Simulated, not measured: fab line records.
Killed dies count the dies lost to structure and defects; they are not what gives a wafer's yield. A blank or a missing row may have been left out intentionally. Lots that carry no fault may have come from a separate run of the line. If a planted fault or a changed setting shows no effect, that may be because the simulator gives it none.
Split-lot study ; flow n5 finfet ; route with 1938 steps; 7 lots, 21 wafers read

SPLIT DETAILS
At N5_BEOL_M14_DEP_53 (deposits SiCN from 3MS/NH3, target thk 50 nm, time 17.8 s), the setting time s was moved away from the recipe's 17.8 s on 8 of the 21 wafers read, by -9.3% to +14.8%. All remaining wafers had this setting at the recipe value.

The split's own step is where the reading is taken.

THE READING
SiCN_of_BEOL_M14_DEP_53.thk nm (the simulator's own value, which no gauge read), in nm, at N5_BEOL_M14_DEP_53 (deposits SiCN from 3MS/NH3, target thk 50 nm, time 17.8 s). The file gives no usual value for it. Here, 13 wafers ran the recipe; their average is 50.0 nm with a standard deviation of 0.64 nm.

wafer;tool, chamber at the split;time s as run, s;against the recipe;SiCN_of_BEOL_M14_DEP_53.thk nm, nm;against lot-mates on the recipe
L077.2;pecvd-02, 2;16.15;-9.3%;44.8;-5.6
L077.4;pecvd-02, 0;17.8;recipe;50.4;-
L077.5;pecvd-02, 2;16.15;-9.3%;45.8;-4.6
L079.2;pecvd-02, 2;17.8;recipe;50;-
L079.3;pecvd-02, 1;19.51;+9.6%;54.6;+4.3
L079.6;pecvd-02, 2;17.8;recipe;50.6;-
L078.1;pecvd-01, 0;17.8;recipe;50.8;-
L078.2;pecvd-01, 2;20.43;+14.8%;56.4;+5.6
L078.3;pecvd-01, 1;20.43;+14.8%;57;+6.2
L081.3;pecvd-02, 1;19.66;+10.4%;55.2;no lot-mate on the recipe
L081.5;pecvd-02, 2;19.66;+10.4%;56.6;no lot-mate on the recipe
L081.6;pecvd-02, 0;19.66;+10.4%;56.2;no lot-mate on the recipe
L093.1;pecvd-03, 1;17.8;recipe;49.8;-
L093.3;pecvd-03, 0;17.8;recipe;49;-
L093.5;pecvd-03, 1;17.8;recipe;50.4;-
L096.1;pecvd-03, 2;17.8;recipe;50;-
L096.2;pecvd-03, 0;17.8;recipe;49.8;-
L096.5;pecvd-03, 1;17.8;recipe;50.8;-
L095.1;pecvd-03, 1;17.8;recipe;48.6;-
L095.2;pecvd-03, 0;17.8;recipe;49.8;-
L095.5;pecvd-03, 2;17.8;recipe;49.4;-

THE FIT
A straight line over all 21 wafers: SiCN_of_BEOL_M14_DEP_53.thk nm changes by +0.504 nm for each +1% of time s; r = +0.98; the points scatter about the line by 0.72 nm.
The same after taking each lot's own level away (the mean of its wafers on the recipe; 18 wafers): +0.448 nm for each +1%; r = +0.98; scatter 0.58 nm.
That fit puts the effect of the largest move of time s on the reading at 6.6 nm.
The span of the lots' own levels, 49.27 to 50.80 nm, comes to 2.4 times the standard deviation stated above.
Thus the slope moves with the lot-to-lot level: the two fits are different.
Check: for one of the wafers moved furthest among these (+14.8%), held out of the fit, the line's prediction against its lot-mates is +6.85 nm. Against them it came out at +5.6 nm.

THE OTHER SPLITS THESE WAFERS WENT THROUGH
Before the reading, these wafers also passed through other splits. Each is held against what the fit with the lots' levels taken away leaves over:
other split on the same wafers;wafers away from the commonest value;r with SiCN_of_BEOL_M14_DEP_53.thk nm (lot level and that fit taken away)
N5_BEOL_M12_TRENCH_ETCH_34 time s;6;-0.05
N5_BEOL_M12_SPUTTER_43 power w;11;-0.02
N5_BEOL_M13_ILD_DEP_00 time s;4;+0.21
N5_BEOL_M13_EXPOSE_07 dose mj;6;-0.29
N5_BEOL_M14_ETCH_68 time s;8;+0.17

FILE'S OWN FIT
SiCN_of_BEOL_M14_DEP_53.thk nm changes by +0.443 nm for each +1% of time s, r = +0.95.
